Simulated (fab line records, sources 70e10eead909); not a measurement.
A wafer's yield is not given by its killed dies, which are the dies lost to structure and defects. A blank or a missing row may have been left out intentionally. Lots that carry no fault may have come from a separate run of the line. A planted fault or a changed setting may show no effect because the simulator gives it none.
Matching of chambers :: flow nand-harc :: 4 sister chambers for NHARC_A_BLC_ALD_23 on ald-metal-02
The step deposits TiN, target thk 3 nm, pulse time 1 s, ald cycles 150. 8 wafers are shown with their chamber, then 7 later ones without.

== WAFERS PAIRED WITH THEIR CHAMBERS ==
wafer: L829.5
chamber: 3
heater-power-w (W): 882
precursor-pulse-height-rel: 0.963

wafer: L831.1
chamber: 3
heater-power-w (W): 907
precursor-pulse-height-rel: 0.990

wafer: L831.4
chamber: 1
heater-power-w (W): 1205
precursor-pulse-height-rel: 1.018

wafer: L833.1
chamber: 0
heater-power-w (W): 1048
precursor-pulse-height-rel: 1.006

wafer: L833.3
chamber: 2
heater-power-w (W): 1174
precursor-pulse-height-rel: 1.013

wafer: L833.4
chamber: 1
heater-power-w (W): 1182
precursor-pulse-height-rel: 1.024

wafer: L838.1
chamber: 2
heater-power-w (W): 1127
precursor-pulse-height-rel: 1.022

wafer: L838.3
chamber: 0
heater-power-w (W): 1030
precursor-pulse-height-rel: 1.014

== WAFERS MISSING THEIR CHAMBER ==
wafer: L838.6
heater-power-w (W): 1071
precursor-pulse-height-rel: 0.981

wafer: L844.1
heater-power-w (W): 1060
precursor-pulse-height-rel: 1.022

wafer: L844.2
heater-power-w (W): 958
precursor-pulse-height-rel: 0.999

wafer: L844.4
heater-power-w (W): 1137
precursor-pulse-height-rel: 1.013

wafer: L848.1
heater-power-w (W): 975
precursor-pulse-height-rel: 0.990

wafer: L848.2
heater-power-w (W): 1049
precursor-pulse-height-rel: 0.980

wafer: L848.5
heater-power-w (W): 1156
precursor-pulse-height-rel: 1.036

== WHICH CHAMBER EACH ONE RAN IN ==
wafer: L838.6
from the rows above: can't be placed: 0 or 2
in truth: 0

wafer: L844.1
from the rows above: 0
in truth: 0

wafer: L844.2
from the rows above: can't be placed: 3 or 0
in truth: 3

wafer: L844.4
from the rows above: can't be placed: 2 or 1
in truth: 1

wafer: L848.1
from the rows above: can't be placed: 0 or 3
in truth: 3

wafer: L848.2
from the rows above: 0
in truth: 0

wafer: L848.5
from the rows above: can't be placed: 2 or 1
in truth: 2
Correctly placed: 2 of 7. From these rows, 5 cannot be placed; in 5 the true chamber is one of the candidates. Placed wrongly: 0.
How it was worked out, from the rows above alone: a wafer's distance from a chamber is the root of the sum, over the readings, of the square of ((its reading less the chamber's mean) divided by the reading's scatter). If the next closest chamber is less than 2 further off than the closest, the wafer can't be placed; otherwise it belongs to the closest. For every chamber, the mean is computed from those of its wafers that are shown. The scatter: the root of (the sum of the squares of (reading less its chamber's mean) over the shown wafers, divided by (wafers less chambers)).
